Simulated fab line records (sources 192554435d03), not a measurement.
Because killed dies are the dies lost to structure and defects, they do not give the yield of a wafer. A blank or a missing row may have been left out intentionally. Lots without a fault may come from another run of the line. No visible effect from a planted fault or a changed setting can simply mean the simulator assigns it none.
fab line records	flow n5_finfet
[record] lots = 6	wafers = 18	last_day = 18
route steps=1938 shown HKMG_FIN@411 PASSIVATION@1936
lots that met no fault: from a run of the same line without faults
start_h: hours from the record's opening day to when the first of the lot's shown wafers began	wait_h: hours elapsed since this lot's preceding step	" identical to the entry in the row above	L1.1+2: one row covering several wafers at once	- no value present, or no start provided	* or withheld: withheld	< > ~ a bound
route shown NAME@n: NAME is a module with steps in the file, n the number in the route of the first one	usual: average and standard deviation across the fault-free wafers	same: alike in all rows	chamber/n: place in a boat	sites: readings site by site	_std_site: how widely they spread, as a standard deviation	_edge_site: outer sites' mean less inner sites'	radius_mm: for every site, how far away it sits from the centre of the wafer	mask NAME#n: copy n	behind: the most recent tool/chamber to have shaped the wafer	hold: why the lot was held/for how many hours/how that ended	device: the n, p or np transistor that did not switch	end of line: tests of these same wafers at the route's end	a step given without rows: its recipe and nothing more	killed: not the wafer's yield, but the dies lost to structure and defects at the first sort	map: a wafer's dies, x killed, . not, _ none there
set.NAME: the setting the step ran with; set.NAME@STEP: the setting that earlier step ran with	model.NAME: the simulator's own value behind a step, which no gauge read
lots seen at some steps along the route; tables by step, rows by wafer
services: a tool's chamber out of use, with start hour (start_h, from the record's first day; less than 0 if before it), hours out, and reason
[[steps]]
[step N5_HKMG_FIN_WET_ETCH_78]
[recipe] chemistry = dNH4OH	mix = 1:50	temp_c = 25	target = Al2O3	stop_on = La2O3	target_depth_nm = 4.5	dry = ipa_marangoni	rinse_time_s = 30	rinse_temp_c = 23
[step N5_HKMG_FIN_ALD_79]
[recipe] material = TiN	target_thk_a = 15	temp_c = 400	ald_precursor_family = TiCl4	ald_co_reactant = NH3	pulse_time_s = 1	purge_time_s = 3	co_reactant_purge_time_s = 2	co_reactant_pulse_time_s = 2	ald_cycles = 68	pressure_torr = 3
[usual] chamber_pressure_Torr = 3.000/0.0074	heater_power_w = 879/130	precursor_pulse_height_rel = 0.998/0.019
[same] ald_cycles = 68
lot.wafer	tool	chamber	start_h	wait_h	chamber_pressure_Torr	heater_power_w	precursor_pulse_height_rel
L625.2	ald_metal-03	0	83.00	0.0	3.002	697	0.970
L625.3	"	3	"	"	3.004	800	1.030
L625.5	"	3	"	"	3.005	784	0.953
L632.2	ald_metal-03	0	124.14	0.0	3.001	718	1.004
L632.3	"	3	"	"	2.997	785	1.024
L632.5	"	2	"	"	3.007	941	0.981
L633.1	ald_metal-03	2	128.18	0.0	3.006	964	1.009
L633.2	"	0	"	"	2.999	708	1.003
L633.6	"	0	"	"	2.997	729	1.000
L640.4	ald_metal-03	2	174.08	0.0	3.008	943	1.010
L640.5	"	2	"	"	2.999	934	0.983
L640.6	"	1	"	"	3.000	1076	1.007
L641.2	ald_metal-02	2	181.09	0.0	2.999	991	0.999
L641.3	"	3	"	"	2.999	670	0.993
L641.4	"	1	"	"	2.991	653	0.991
L647.1	ald_metal-01	1	217.99	0.0	2.996	967	1.018
L647.3	"	3	"	"	2.992	823	0.972
L647.4	"	2	"	"	3.003	1016	0.983
[step N5_HKMG_FIN_CVD_62]
[recipe] material = a-Si	target_thk_a = 30	temp_c = 500	precursor = Si2H6	pressure_torr = 1	time_s = 20.8
[usual] chamber_pressure_Torr = 1.0005/0.0019	heater_power_w = 1336/160
lot.wafer	tool	chamber	start_h	wait_h	chamber_pressure_Torr	heater_power_w
L625.2	thermal_cvd_si-02	0	83.36	0.2	0.9978	1442
L625.3	"	2	"	"	1.0002	1271
L625.5	"	0	"	"	0.9984	1381
L632.2	thermal_cvd_si-01	2	124.51	0.2	0.9995	1263
L632.3	"	0	"	"	0.9945	1465
L632.5	"	0	"	"	0.9982	1456
L633.1	thermal_cvd_si-02	1	128.54	0.2	1.0020	1528
L633.2	"	0	"	"	0.9989	1443
L633.6	"	0	"	"	0.9999	1445
L640.4	thermal_cvd_si-01	2	174.49	0.2	0.9997	1324
L640.5	"	1	"	"	1.0019	1067
L640.6	"	0	"	"	0.9988	1516
L641.2	thermal_cvd_si-02	2	181.45	0.2	0.9968	1271
L641.3	"	1	"	"	1.0024	1509
L641.4	"	0	"	"	1.0005	1431
L647.1	thermal_cvd_si-02	2	218.35	0.2	1.0036	1327
L647.3	"	1	"	"	1.0008	1495
L647.4	"	2	"	"	0.9998	1245
[step N5_HKMG_FIN_RTA_80]
[recipe] temp_c = withheld	time_s = 2	ambient = N2	idle_temp_c = 600	ramp_up_c_per_s = 150	ramp_down_c_per_s = 60	cool_to_c = 600
[step N5_HKMG_FIN_PRECLEAN_64]
[recipe] chemistry = dHF	time_s = 30	temp_c = 25	dilution = withheld
[step N5_HKMG_FIN_WET_ETCH_65]
[recipe] chemistry = TMAH	temp_c = 70	conc_wt_pct = 5	target = a-Si	stop_on = TiN	time_s = 49	target_depth_nm = 3
[step N5_HKMG_FIN_WET_ETCH_81]
[recipe] chemistry = SC1	target = TiN	stop_on = HfO2	mix = 1:1:5	temp_c = 60	time_s = 57	target_depth_nm = 6
[step N5_HKMG_FIN_WET_ETCH_82]
[recipe] chemistry = dHCl	mix = 1:10000	temp_c = 25	target = La2O3	stop_on = HfO2	target_depth_nm = 2	dry = ipa_marangoni	rinse_time_s = 30	rinse_temp_c = 23
[step N5_HKMG_FIN_ALD_36]
[recipe] material = TiN	target_thk_a = 10	temp_c = 400	ald_precursor_family = TiCl4	ald_co_reactant = NH3	pulse_time_s = 1	purge_time_s = 3	co_reactant_purge_time_s = 2	co_reactant_pulse_time_s = 2	ald_cycles = 47	pressure_torr = 3
[usual] chamber_pressure_Torr = 3.000/0.0069	heater_power_w = 884/140	precursor_pulse_height_rel = 1.000/0.021
[same] ald_cycles = 47
lot.wafer	tool	chamber	start_h	wait_h	chamber_pressure_Torr	heater_power_w	precursor_pulse_height_rel
L625.2	ald_metal-02	1	83.76	0.0	3.000	649	1.037
L625.3	"	3	"	"	3.004	677	0.975
L625.5	"	1	"	"	2.998	644	0.971
L632.2	ald_metal-01	2	125.02	0.0	3.007	1030	1.035
L632.3	"	1	"	"	3.004	978	1.013
L632.5	"	3	"	"	3.010	817	1.009
L633.1	ald_metal-01	3	128.94	0.0	2.992	819	1.027
L633.2	"	2	"	"	3.004	1012	0.988
L633.6	"	2	"	"	3.004	1036	0.981
L640.4	ald_metal-01	3	174.85	0.0	2.992	820	1.009
L640.5	"	1	"	"	2.997	960	1.012
L640.6	"	2	"	"	2.999	1020	0.997
L641.2	ald_metal-02	1	181.85	0.0	3.002	631	0.981
L641.3	"	3	"	"	3.000	673	0.981
L641.4	"	2	"	"	2.999	1015	0.992
L647.1	ald_metal-01	2	219.05	0.0	2.995	1014	1.006
L647.3	"	3	"	"	3.013	812	1.021
L647.4	"	1	"	"	3.005	973	1.035
[step N5_HKMG_FIN_THK_MEAS_70]
[recipe] thk_meas_gauge = xrf	reads = HfO2_of_HKMG_FIN_HK_ALD_01
[usual] HK_THK = 1.582/0.024
lot.wafer	tool	chamber	start_h	wait_h	HK_THK[nm]
L625.2	film_metro-02	-	84.04	0.2	1.623
L625.3	"	-	"	"	1.572
L625.5	"	-	"	"	1.574
L632.2	film_metro-01	-	125.30	0.2	1.599
L632.3	"	-	"	"	1.590
L632.5	"	-	"	"	1.568
L633.1	film_metro-01	-	129.22	0.2	1.557
L633.2	"	-	"	"	1.591
L633.6	"	-	"	"	1.563
L640.4	film_metro-01	-	175.13	0.2	1.583
L640.5	"	-	"	"	1.601
L640.6	"	-	"	"	1.591
L641.2	film_metro-02	-	182.13	0.2	1.580
L641.3	"	-	"	"	1.584
L641.4	"	-	"	"	1.558
L647.1	film_metro-01	-	219.33	0.2	1.602
L647.3	"	-	"	"	1.577
L647.4	"	-	"	"	1.571
[step N5_HKMG_FIN_PWFM_ALD_03]
[recipe] material = TiN	target_thk_a = 20	temp_c = 400	ald_precursor_family = TiCl4	ald_co_reactant = NH3	pulse_time_s = 1	purge_time_s = 3	co_reactant_purge_time_s = 2	co_reactant_pulse_time_s = 2	ald_cycles = 91	pressure_torr = 3
[usual] chamber_pressure_Torr = 3.000/0.0061	heater_power_w = 858/160	precursor_pulse_height_rel = 1.000/0.02
[same] ald_cycles = 91
lot.wafer	tool	chamber	start_h	wait_h	chamber_pressure_Torr	heater_power_w	precursor_pulse_height_rel
L625.2	ald_metal-01	3	84.08	0.0	2.994	840	0.990
L625.3	"	0	"	"	2.995	836	0.972
L625.5	"	1	"	"	3.007	945	1.011
L632.2	ald_metal-02	2	125.34	0.0	3.013	1000	1.004
L632.3	"	3	"	"	3.001	673	1.028
L632.5	"	1	"	"	3.014	653	0.994
L633.1	ald_metal-02	3	129.26	0.0	2.998	671	0.961
L633.2	"	0	"	"	3.007	986	1.044
L633.6	"	2	"	"	3.015	1025	1.005
L640.4	ald_metal-02	0	175.17	0.0	2.997	999	1.003
L640.5	"	0	"	"	3.002	1011	0.961
L640.6	"	1	"	"	3.002	640	0.995
L641.2	ald_metal-01	3	182.17	0.0	2.997	833	1.008
L641.3	"	2	"	"	3.005	1032	0.994
L641.4	"	0	"	"	3.007	849	0.978
L647.1	ald_metal-03	2	219.37	0.0	3.002	959	1.007
L647.3	"	3	"	"	2.999	810	0.971
L647.4	"	1	"	"	3.000	1054	1.002
[step N5_HKMG_FIN_COAT_29]
[recipe] resist = SOC	temp_c = 250	time_s = 60	spin_rpm = 1500	resist_thk_nm = 300
[step N5_HKMG_FIN_COAT_30]
[recipe] resist = SiARC	temp_c = 220	time_s = 60	spin_rpm = 1500	resist_thk_nm = 35
[usual] spin_speed_rpm = 1500.3/1
lot.wafer	tool	chamber	start_h	wait_h	spin_speed_rpm	model.SiARC_of_HKMG_FIN_COAT_30.thk_nm
L625.2	litho_track-05	0	84.55	-	1499.5	35
L625.3	"	0	"	"	1500.9	35
L625.5	"	0	"	"	1499.8	35
L632.2	litho_track-01	0	125.81	-	1499.8	35.4
L632.3	"	0	"	"	1500.2	35
L632.5	"	0	"	"	1500.7	35
L633.1	litho_track-01	0	129.73	-	1499.4	35
L633.2	"	0	"	"	1499.4	35
L633.6	"	0	"	"	1499.0	35
L640.4	litho_track-01	0	175.64	-	1708.7	32.6
L640.5	"	0	"	"	1711.6	32.8
L640.6	"	0	"	"	1710.9	32.6
L641.2	litho_track-01	0	182.64	-	1710.9	32.8
L641.3	"	0	"	"	1710.9	32.4
L641.4	"	0	"	"	1709.1	32.6
L647.1	litho_track-05	0	219.84	-	1500.9	35
L647.3	"	0	"	"	1498.4	35
L647.4	"	0	"	"	1499.6	34.8
[step N5_HKMG_FIN_COAT_06]
[recipe] resist = CAR-ArF	spin_rpm = 1500	resist_thk_nm = 90
[step N5_HKMG_FIN_EBR_08]
[recipe] solvent = PGMEA	ebr_width_mm = 1.5
[step N5_HKMG_FIN_SOFTBAKE_07]
[recipe] temp_c = 110	time_s = 60	resist = CAR-ArF
[step N5_HKMG_FIN_EXPOSE_09]
[recipe] mask_id = NWFM	na = 1.35	source_shape = conventional	sigma_outer = 0.8	polarization = unpolarized	dose_mj = 39.25
[step N5_HKMG_FIN_PEB_10]
[recipe] peb_temp_c = withheld	peb_time_s = 60	resist = CAR-ArF
[step N5_HKMG_FIN_DEVELOP_11]
[recipe] develop_time_s = 30	developer = TMAH	resist = CAR-ArF	dev_temp_c = 23	rinse_liquid = diw	dry = air_spin
[step N5_HKMG_FIN_CD_MEAS_12]
[recipe] target_cd_nm = 92.8	landing_energy_ev = 500	detector = se_inlens
[usual] cd_nm = 92.6/0.67
lot.wafer	tool	chamber	start_h	wait_h	cd_nm
L625.2	cd_sem-03	0	84.92	-	92.7
L625.3	"	0	"	"	93.6
L625.5	"	0	"	"	92.7
L632.2	cd_sem-03	0	126.18	-	92.6
L632.3	"	0	"	"	92.4
L632.5	"	0	"	"	92.2
L633.1	cd_sem-01	0	130.09	-	93.4
L633.2	"	0	"	"	93.0
L633.6	"	0	"	"	93.1
L640.4	cd_sem-01	0	175.88	-	93.2
L640.5	"	0	"	"	92.9
L640.6	"	0	"	"	92.3
L641.2	cd_sem-03	0	183.01	-	92.9
L641.3	"	0	"	"	92.9
L641.4	"	0	"	"	92.5
L647.1	cd_sem-02	0	220.20	-	92.1
L647.3	"	0	"	"	93.1
L647.4	"	0	"	"	91.6
[step N5_HKMG_FIN_OVL_MEAS_13]
[recipe] points_per_wafer = 44
[usual] NWFM_OVL = 0.2/0.88
lot.wafer	tool	chamber	start_h	wait_h	NWFM_OVL[nm]
L625.2	overlay-01	0	84.95	0.0	0.0
L625.3	"	0	"	"	0.2
L625.5	"	0	"	"	-0.6
L632.2	overlay-01	0	126.21	0.0	1.2
L632.3	"	0	"	"	2.3
L632.5	"	0	"	"	1.4
L633.1	overlay-01	0	130.12	0.0	-0.3
L633.2	"	0	"	"	-1.2
L633.6	"	0	"	"	-0.6
L640.4	overlay-01	0	175.91	0.0	1.7
L640.5	"	0	"	"	-0.4
L640.6	"	0	"	"	0.5
L641.2	overlay-02	0	183.03	0.0	1.0
L641.3	"	0	"	"	0.4
L641.4	"	0	"	"	0.0
L647.1	overlay-01	0	220.23	0.0	-1.1
L647.3	"	0	"	"	0.0
L647.4	"	0	"	"	-0.9
[step N5_HKMG_FIN_INSPECT_14]
[recipe] mode = adi	inspect_instrument = macro
[usual] raw_defect_count = 2.0/1.3
lot.wafer	tool	chamber	start_h	wait_h	raw_defect_count
L625.2	defect_inspect-02	-	84.97	0.0	1
L625.3	"	-	"	"	4
L625.5	"	-	"	"	1
L632.2	defect_inspect-01	-	126.23	0.0	2
L632.3	"	-	"	"	1
L632.5	"	-	"	"	2
L633.1	defect_inspect-02	-	130.15	0.0	2
L633.2	"	-	"	"	5
L633.6	"	-	"	"	3
L640.4	defect_inspect-02	-	175.94	0.0	3
L640.5	"	-	"	"	2
L640.6	"	-	"	"	2
L641.2	defect_inspect-01	-	183.06	0.0	3
L641.3	"	-	"	"	4
L641.4	"	-	"	"	1
L647.1	defect_inspect-02	-	220.26	0.0	2
L647.3	"	-	"	"	3
L647.4	"	-	"	"	2
[step N5_HKMG_FIN_DESCUM_17]
[recipe] chemistry = O2	time_s = 7.9	source_power_w = 50	bias_power_w = 20	pressure_mtorr = 20	rf_frequency_hz = 2.712e+07	temp_c = 40	resist = CAR-ArF	o2_flow_sccm = 225
[usual] drypump_motor_current_A = 5.5/0.42	oes_product_au = 0.81/0.073	rf_vpp_V = 243.6/1.3	showerhead_plenum_p_Torr = 2.12/0.084	throttle_valve_pct = 20.43/0.24
lot.wafer	tool	chamber	start_h	wait_h	drypump_motor_current_A	oes_product_au	rf_hours_counter_h	rf_vpp_V	showerhead_plenum_p_Torr	throttle_valve_pct
L625.2	rie_diel-01	2	85.00	0.0	5.2	0.87	47	243.3	2.11	19.86
L625.3	"	3	"	"	5.7	0.81	79	243.1	2.12	20.68
L625.5	"	0	"	"	6.0	0.72	-	242.4	1.97	20.57
L632.2	rie_diel-02	1	126.26	0.0	5.0	0.82	83	244.4	2.23	20.52
L632.3	"	2	"	"	6.4	0.87	40	244.3	2.20	20.19
L632.5	"	0	"	"	4.8	0.78	-	242.9	2.10	20.37
L633.1	rie_diel-01	2	130.60	0.4	5.2	0.84	66	243.7	2.10	19.90
L633.2	"	1	"	"	5.7	0.96	8	244.5	2.23	20.60
L633.6	"	3	"	"	5.7	0.79	-	243.7	2.12	20.72
L640.4	rie_diel-02	1	175.99	0.0	5.0	0.80	-	246.3	2.22	20.52
L640.5	"	2	"	"	6.4	0.86	-	245.3	2.19	20.19
L640.6	"	3	"	"	5.2	0.75	-	242.0	2.11	20.55
L641.2	rie_diel-01	3	183.09	0.0	5.7	0.77	119	245.3	2.11	20.74
L641.3	"	1	"	"	5.7	0.89	29	244.8	2.22	20.63
L641.4	"	2	"	"	5.2	0.81	87	243.8	2.09	19.90
L647.1	rie_diel-05	3	220.29	0.0	5.1	0.83	97	242.7	2.12	20.62
L647.3	"	2	"	"	5.2	0.99	4	244.8	2.15	20.10
L647.4	"	1	"	"	5.6	0.76	152	245.3	2.22	20.25
[step N5_HKMG_FIN_ETCH_31]
[recipe] chemistry = CF4	target = SiARC	target_depth_a = 455	mask_material = CAR-ArF	time_s = 75.8	ion_energy_ev = 80	pressure_mtorr = 40	source_w = 545	bias_w = 36	Ar_flow_sccm = 100	cf4_flow_sccm = 100	ends = cleared
[usual] drypump_motor_current_A = 5.5/0.42	etch_rf_on_time_s = 76/3.4	oes_product_au = 0.69/0.062	rf_vpp_V = 184.5/1.2	showerhead_plenum_p_Torr = 2.17/0.078	throttle_valve_pct = 15.59/0.23
lot.wafer	tool	chamber	start_h	wait_h	drypump_motor_current_A	etch_rf_on_time_s	oes_product_au	rf_hours_counter_h	rf_vpp_V	showerhead_plenum_p_Torr	throttle_valve_pct	model.etch.depth_nm	model.CAR-ArF_of_HKMG_FIN_COAT_06.thk_nm
L625.2	rie_diel-01	2	85.04	0.0	5.2	81	0.71	47	184.2	2.17	15.15	35	50.8
L625.3	"	3	"	"	5.7	78	0.68	79	183.4	2.18	15.89	35.02	50.8
L625.5	"	0	"	"	6.0	76	0.61	-	181.8	2.01	15.74	34.96	50.8
L632.2	rie_diel-02	1	126.30	0.0	5.0	82	0.68	83	186.0	2.26	15.53	35.3	50.8
L632.3	"	2	"	"	6.4	78	0.73	40	183.8	2.27	15.49	35.09	50.8
L632.5	"	0	"	"	4.9	75	0.67	-	183.2	2.14	15.49	35.04	50.4
L633.1	rie_diel-01	2	130.63	0.0	5.2	81	0.68	66	184.1	2.16	15.19	34.97	50.8
L633.2	"	1	"	"	5.7	77	0.78	8	187.1	2.28	15.73	34.92	51
L633.6	"	3	"	"	5.7	77	0.67	-	183.3	2.18	15.96	34.98	50.4
L640.4	rie_diel-02	1	176.03	0.0	5.0	75	0.67	-	185.6	2.26	15.54	32.64	53.2
L640.5	"	2	"	"	6.3	73	0.72	-	184.3	2.26	15.51	32.72	53
L640.6	"	3	"	"	5.2	67	0.67	-	184.3	2.15	15.72	32.63	53
L641.2	rie_diel-01	3	183.13	0.0	5.7	73	0.65	119	184.6	2.17	16.00	32.77	53.2
L641.3	"	1	"	"	5.7	72	0.75	29	186.0	2.27	15.76	32.5	53.4
L641.4	"	2	"	"	5.2	76	0.66	87	183.6	2.16	15.23	32.66	53.6
L647.1	rie_diel-05	3	220.33	0.0	5.1	76	0.70	97	184.3	2.16	15.70	34.94	51.2
L647.3	"	2	"	"	5.2	75	0.83	4	184.0	2.18	15.14	34.92	51
L647.4	"	1	"	"	5.6	75	0.65	152	185.1	2.22	15.26	34.86	51.2
[step N5_HKMG_FIN_ETCH_32]
[recipe] chemistry = N2/H2	target = SOC	target_depth_a = 2400	temp_c = 40	time_s = 300	ion_energy_ev = 200	mask_material = SiARC	pressure_mtorr = 30	source_w = 840	bias_w = 150	n2_flow_sccm = 200	h2_flow_sccm = 200
[usual] drypump_motor_current_A = 5.5/0.42	oes_product_au = 0.80/0.074	rf_vpp_V = 524.9/2.6	showerhead_plenum_p_Torr = 2.58/0.09	throttle_valve_pct = 17.9/0.3
lot.wafer	tool	chamber	start_h	wait_h	drypump_motor_current_A	oes_product_au	rf_hours_counter_h	rf_vpp_V	showerhead_plenum_p_Torr	throttle_valve_pct	model.SiARC_of_HKMG_FIN_COAT_30.thk_nm
L625.2	rie_diel-01	2	85.10	0.0	5.2	0.83	47	525.8	2.60	17.5	22
L625.3	"	3	"	"	5.7	0.81	79	525.9	2.57	18.1	21.6
L625.5	"	0	"	"	6.0	0.73	-	519.9	2.42	18.2	20.8
L632.2	rie_diel-02	1	126.35	0.0	5.0	0.77	83	527.8	2.70	17.9	22.8
L632.3	"	2	"	"	6.4	0.86	40	529.2	2.67	17.5	22
L632.5	"	0	"	"	4.9	0.78	-	525.7	2.56	17.9	20.8
L633.1	rie_diel-01	2	130.69	0.0	5.2	0.79	66	525.9	2.59	17.5	22.2
L633.2	"	1	"	"	5.7	0.92	8	528.7	2.73	18.1	21.2
L633.6	"	3	"	"	5.7	0.78	-	524.6	2.56	18.1	21.8
L640.4	rie_diel-02	1	176.15	0.1	5.0	0.77	-	526.5	2.69	17.9	20
L640.5	"	2	"	"	6.4	0.85	-	528.5	2.66	17.5	19.6
L640.6	"	3	"	"	5.2	0.78	-	523.8	2.57	18.0	17.8
L641.2	rie_diel-01	3	183.18	0.0	5.7	0.75	119	523.3	2.55	18.2	19.6
L641.3	"	1	"	"	5.8	0.88	29	526.5	2.72	18.1	18.8
L641.4	"	2	"	"	5.2	0.77	87	525.5	2.58	17.5	19.8
L647.1	rie_diel-05	3	220.38	0.0	5.1	0.82	97	524.5	2.59	18.2	21
L647.3	"	2	"	"	5.2	0.98	4	525.6	2.62	17.6	21
L647.4	"	1	"	"	5.6	0.76	152	527.4	2.62	17.3	20.4
[step N5_HKMG_FIN_STRIP_33]
[recipe] chemistry = N2/H2	temp_c = 40	n2_flow_sccm = 200	h2_flow_sccm = 200	rf_frequency_hz = 6e+07
[step N5_PASSIVATION_PROBE_49]
[usual] killed_at_M0_to_M3 = 34/10	killed_at_M4_up = 13/5.4	killed_at_contacts = 13/6	killed_at_front_end = 42/13	killed_at_other = 4/3.2	killed_dies = 107/18	killed_open = 69/14	killed_short = 35/7.7
[same] gross_dies = 1180	killed_at_back_side = 0
lot.wafer	tool	chamber	start_h	wait_h	killed_at_M0_to_M3	killed_at_M4_up	killed_at_contacts	killed_at_front_end	killed_at_other	killed_dies	killed_open	killed_short
L633.1	prober-02	-	312.61	0.0	29	9	1	30	0	69	39	24
L633.2	prober-02	-	312.66	0.1	24	13	0	40	2	79	45	32
L633.6	prober-02	-	312.86	0.3	30	9	7	21	1	68	40	28
L632.2	prober-02	-	327.06	0.1	46	18	18	25	7	114	74	38
L632.3	prober-02	-	327.11	0.1	28	8	27	38	10	111	82	23
L632.5	prober-02	-	327.21	0.2	36	7	22	37	0	102	60	39
L640.4	prober-02	-	374.81	0.2	41	23	7	63	3	137	88	34
L640.5	prober-02	-	374.86	0.2	45	10	13	58	2	128	96	32
L640.6	prober-02	-	374.91	0.3	46	13	10	47	9	125	89	33
L641.2	prober-01	-	388.65	0.1	42	14	14	25	5	100	64	34
L641.3	prober-01	-	388.70	0.1	44	24	9	26	2	105	77	23
L641.4	prober-01	-	388.75	0.2	51	17	10	25	8	111	66	41
L647.1	prober-02	-	432.47	0.0	18	17	16	61	3	115	60	47
L647.3	prober-02	-	432.57	0.1	29	6	13	54	6	108	69	32
L647.4	prober-02	-	432.62	0.2	42	8	8	64	4	126	88	35
// killed by level:class
L633.1 BEOL_M0_SAQP:geometric_particle:open=7 FIN_SAQP:geometric_particle:short=6 BEOL_M0_SAQP:geometric_particle:short=6 FIN_SAQP:geometric_particle:open=5 HKMG_FIN:area_etch=5 DUMMY_GATE:geometric_particle:open=4 BEOL_M1:geometric_particle:open=4 BEOL_M3:geometric_particle:open=4
L633.2 FIN_SAQP:geometric_particle:short=14 FIN_SAQP:geometric_particle:open=13 BEOL_M4:geometric_particle:open=6 BEOL_M0_SAQP:geometric_particle:short=4 BEOL_M0_SAQP:geometric_particle:open=4 BEOL_M2:geometric_particle:open=4 STARTING-WAFER:geometric_particle:short=4 DUMMY_GATE:geometric_particle:open=3
L633.6 BEOL_M1:geometric_particle:open=9 BEOL_M0_SAQP:geometric_particle:short=8 STI_FIN_REVEAL:geometric_particle:open=6 BEOL_M0_SAQP:geometric_particle:open=5 MOL_CONTACT_COAG:geometric_particle:short=4 STARTING-WAFER:geometric_particle:short=4 FIN_SAQP:geometric_particle:short=3 FIN_SAQP:geometric_particle:open=3
L632.2 MOL_CONTACT_COAG:geometric_particle:open=13 BEOL_M0_SAQP:geometric_particle:open=11 BEOL_M4:geometric_particle:open=10 FIN_SAQP:geometric_particle:short=9 BEOL_M3:geometric_particle:open=9 BEOL_M1:geometric_particle:open=6 MOL_CONTACT_COAG:geometric_particle:short=5 BEOL_M0_SAQP:geometric_particle:short=5
L632.3 MOL_CONTACT_COAG:geometric_particle:open=23 BEOL_M2:geometric_particle:open=16 FIN_SAQP:geometric_particle:open=13 PASSIVATION:area_etch=6 DUMMY_GATE:geometric_particle:open=5 FIN_SAQP:geometric_particle:short=4 STI_FIN_REVEAL:geometric_particle:open=4 MOL_CONTACT_COAG:geometric_particle:short=4
L632.5 MOL_CONTACT_COAG:geometric_particle:open=15 BEOL_M0_SAQP:geometric_particle:short=12 FIN_SAQP:geometric_particle:short=10 FIN_SAQP:geometric_particle:open=7 STI_FIN_REVEAL:geometric_particle:open=7 BEOL_M0_SAQP:geometric_particle:open=7 MOL_CONTACT_COAG:geometric_particle:short=6 BEOL_M2:geometric_particle:open=6
L640.4 STI_FIN_REVEAL:geometric_particle:open=15 BEOL_M4:geometric_particle:open=13 FIN_CUT:area_etch=10 BEOL_M3:geometric_particle:open=9 BEOL_M0_SAQP:geometric_particle:open=8 BEOL_M0_SAQP:geometric_particle:short=7 BEOL_M1:geometric_particle:open=7 FIN_SAQP:geometric_particle:open=6
L640.5 FIN_SAQP:geometric_particle:open=18 STI_FIN_REVEAL:geometric_particle:open=17 BEOL_M2:geometric_particle:open=15 BEOL_M3:geometric_particle:open=10 MOL_CONTACT_COAG:geometric_particle:open=10 BEOL_M0_SAQP:geometric_particle:short=7 DUMMY_GATE:geometric_particle:open=5 FIN_SAQP:geometric_particle:short=4
L640.6 BEOL_M3:geometric_particle:open=16 STI_FIN_REVEAL:geometric_particle:open=12 BEOL_M0_SAQP:geometric_particle:short=7 BEOL_M0_SAQP:geometric_particle:open=7 BEOL_M2:geometric_particle:open=6 FIN_SAQP:geometric_particle:open=5 DUMMY_GATE:geometric_particle:open=5 SPACER0:geometric_particle:open=5
L641.2 BEOL_M0_SAQP:geometric_particle:open=14 BEOL_M0_SAQP:geometric_particle:short=12 STI_FIN_REVEAL:geometric_particle:open=9 MOL_CONTACT_COAG:geometric_particle:open=7 BEOL_M4:geometric_particle:open=7 MOL_CONTACT_COAG:geometric_particle:short=6 BEOL_M2:geometric_particle:open=6 FIN_SAQP:geometric_particle:short=5
L641.3 BEOL_M4:geometric_particle:open=20 BEOL_M0_SAQP:geometric_particle:open=11 BEOL_M0_SAQP:geometric_particle:short=8 BEOL_M2:geometric_particle:open=7 FIN_SAQP:geometric_particle:open=6 MOL_CONTACT_COAG:geometric_particle:open=6 BEOL_M3:geometric_particle:open=6 GATE_CUT:geometric_particle:short=5
L641.4 BEOL_M0_SAQP:geometric_particle:open=15 BEOL_M0_SAQP:geometric_particle:short=11 BEOL_M1:geometric_particle:open=9 GATE_CUT:geometric_particle:short=7 BEOL_M4:geometric_particle:open=7 PAD_METAL:geometric_particle:short=6 DUMMY_GATE:geometric_particle:open=5 MOL_CONTACT_COAG:geometric_particle:open=5
L647.1 FIN_SAQP:geometric_particle:short=17 FIN_SAQP:geometric_particle:open=14 MOL_CONTACT_COAG:geometric_particle:open=12 BEOL_M4:geometric_particle:open=8 STI_FIN_REVEAL:geometric_particle:open=7 BEOL_M3:geometric_particle:open=5 GATE_CUT:geometric_particle:short=4 MOL_CONTACT_COAG:geometric_particle:short=4
L647.3 STI_FIN_REVEAL:geometric_particle:open=18 FIN_SAQP:geometric_particle:open=14 BEOL_M0_SAQP:geometric_particle:open=9 BEOL_M0_SAQP:geometric_particle:short=8 FIN_SAQP:geometric_particle:short=7 MOL_CONTACT_COAG:geometric_particle:open=7 BEOL_M3:geometric_particle:open=5 BEOL_M4:geometric_particle:open=5
L647.4 STI_FIN_REVEAL:geometric_particle:open=23 BEOL_M0_SAQP:geometric_particle:open=12 BEOL_M3:geometric_particle:open=12 FIN_SAQP:geometric_particle:open=10 FIN_SAQP:geometric_particle:short=8 BEOL_M0_SAQP:geometric_particle:short=8 MOL_CONTACT_COAG:geometric_particle:open=7 STI_FIN_REVEAL:geometric_particle:short=5
[[services]]
tool	chamber	start_h	hours	kind
rie_diel-01	1	76.89	-	clean
rie_diel-01	1	76.89	-	consumable_replace:focus_ring
rie_diel-01	1	76.89	-	consumable_replace:showerhead
rie_diel-01	1	76.89	15.8	scheduled_down
rie_diel-01	1	76.89	15.8	vent_cycle
ald_metal-01	0	109.66	17.9	repair
rie_diel-05	-	112.03	4.3	pm
rie_diel-02	2	136.70	8.8	repair
rie_diel-02	-	154.74	14.6	pm
rie_diel-05	2	159.38	5.2	repair
rie_diel-02	1	170.92	3.2	repair
litho_track-01	-	184.10	-	consumable_replace:filter
rie_diel-05	2	185.33	-	clean
rie_diel-05	2	185.33	-	consumable_replace:focus_ring
thermal_cvd_si-01	0	189.36	4.8	repair
rie_diel-01	0	194.65	-	clean
rie_diel-01	0	194.65	-	consumable_replace:focus_ring
rie_diel-01	0	194.65	-	consumable_replace:showerhead
rie_diel-01	0	194.65	18.3	scheduled_down
rie_diel-01	0	194.65	18.3	vent_cycle
rie_diel-02	-	201.05	2.8	pm
ald_metal-01	-	201.96	1.6	repair
thermal_cvd_si-01	-	206.43	1.6	repair
ald_metal-02	-	218.63	1.0	repair
[[key]]
[first_sign] step = N5_HKMG_FIN_COAT_30	reading = spin_speed_rpm	direction = up	sigmas = 99+	usual = *	struck = *
effect none on later readings
[model_effect] step = N5_HKMG_FIN_COAT_30	value = SiARC_of_HKMG_FIN_COAT_30.thk_nm	without = 34.87	struck = 32.63
[model_effect] step = N5_HKMG_FIN_ETCH_31	value = etch.depth_nm	without = 34.87	struck = 32.65
[model_effect] step = N5_HKMG_FIN_ETCH_32	value = SiARC_of_HKMG_FIN_COAT_30.thk_nm	without = 21.5	struck = 19.27
met_at N5_HKMG_FIN_COAT_30
struck_wafers L640.4,L640.5,L640.6,L641.2,L641.3,L641.4
tester_left_out L640,L641
[baseline_loss] step = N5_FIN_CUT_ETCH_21	wafers = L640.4
onset_between 129.73 175.64
[fault] kind = process_parameter_drift	tool = litho_track-01	chamber = -	onset_h = 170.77	steps = N5_HKMG_FIN_COAT_30	channel = spin_rpm	offset = *	shape = step	end_h = 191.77	acts_in = *	stated = *
// tester_left_out: of these lots the tester's yield and bins aren't shown, on N5 and GAA mostly nor the transistor test; their killed dies are dies lost to structure and defects alone, not to doping, threshold or leakage, so they don't give the yield
// baseline_loss: these wafers lose ten dies or more at that step, a loss of the line's own and not of a fault; the sort's usual values leave them out
